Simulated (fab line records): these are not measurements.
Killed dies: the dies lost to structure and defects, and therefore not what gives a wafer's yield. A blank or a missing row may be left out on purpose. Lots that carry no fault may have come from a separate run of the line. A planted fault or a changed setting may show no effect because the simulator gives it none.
Chamber matching :: flow n5Finfet :: 4 sister chambers for N5_HKMG_FIN_DESCUM_17 on rieDiel-05
The step chemistry O2, time 7.9 s. 4 wafers are shown with their chamber, then 11 later ones without.

== EACH WAFER AND ITS CHAMBER ==
wafer: L092.1
chamber: 0
showerheadPlenumPTorr (Torr): 2.17

wafer: L092.2
chamber: 2
showerheadPlenumPTorr (Torr): 2.23

wafer: L092.3
chamber: 1
showerheadPlenumPTorr (Torr): 1.92

wafer: L092.4
chamber: 3
showerheadPlenumPTorr (Torr): 2.15

== WAFERS MISSING THEIR CHAMBER ==
wafer: L092.5
showerheadPlenumPTorr (Torr): 2.23

wafer: L092.6
showerheadPlenumPTorr (Torr): 1.92

wafer: L095.2
showerheadPlenumPTorr (Torr): 1.92

wafer: L095.5
showerheadPlenumPTorr (Torr): 1.92

wafer: L095.6
showerheadPlenumPTorr (Torr): 2.23

wafer: L097.1
showerheadPlenumPTorr (Torr): 1.91

wafer: L097.2
showerheadPlenumPTorr (Torr): 2.17

wafer: L097.3
showerheadPlenumPTorr (Torr): 2.23

wafer: L097.4
showerheadPlenumPTorr (Torr): 2.15

wafer: L097.5
showerheadPlenumPTorr (Torr): 2.23

wafer: L097.6
showerheadPlenumPTorr (Torr): 2.15

== EACH ONE'S CHAMBER ==
wafer: L092.5
from the rows above: 2
in truth: 2

wafer: L092.6
from the rows above: 1
in truth: 1

wafer: L095.2
from the rows above: 1
in truth: 1

wafer: L095.5
from the rows above: 1
in truth: 1

wafer: L095.6
from the rows above: 2
in truth: 2

wafer: L097.1
from the rows above: 1
in truth: 1

wafer: L097.2
from the rows above: 0
in truth: 0

wafer: L097.3
from the rows above: 2
in truth: 2

wafer: L097.4
from the rows above: 3
in truth: 3

wafer: L097.5
from the rows above: 2
in truth: 2

wafer: L097.6
from the rows above: 3
in truth: 3
11 of 11 placed correctly. Not placeable from these rows: 0. Placed wrongly: 0.
How it was worked out, from the rows above alone: a wafer's distance from a chamber is the root of the sum, over the readings, of the square of ((its reading less the chamber's mean) divided by the reading's scatter). If the next closest chamber is less than 2 further off than the closest, the wafer can't be placed; otherwise it belongs to the closest. For every chamber, the mean is computed from those of its wafers that are shown. The scatter (one wafer shown for each chamber): square how far every hidden wafer sits from the nearest shown wafer, average those squares and take the square root.
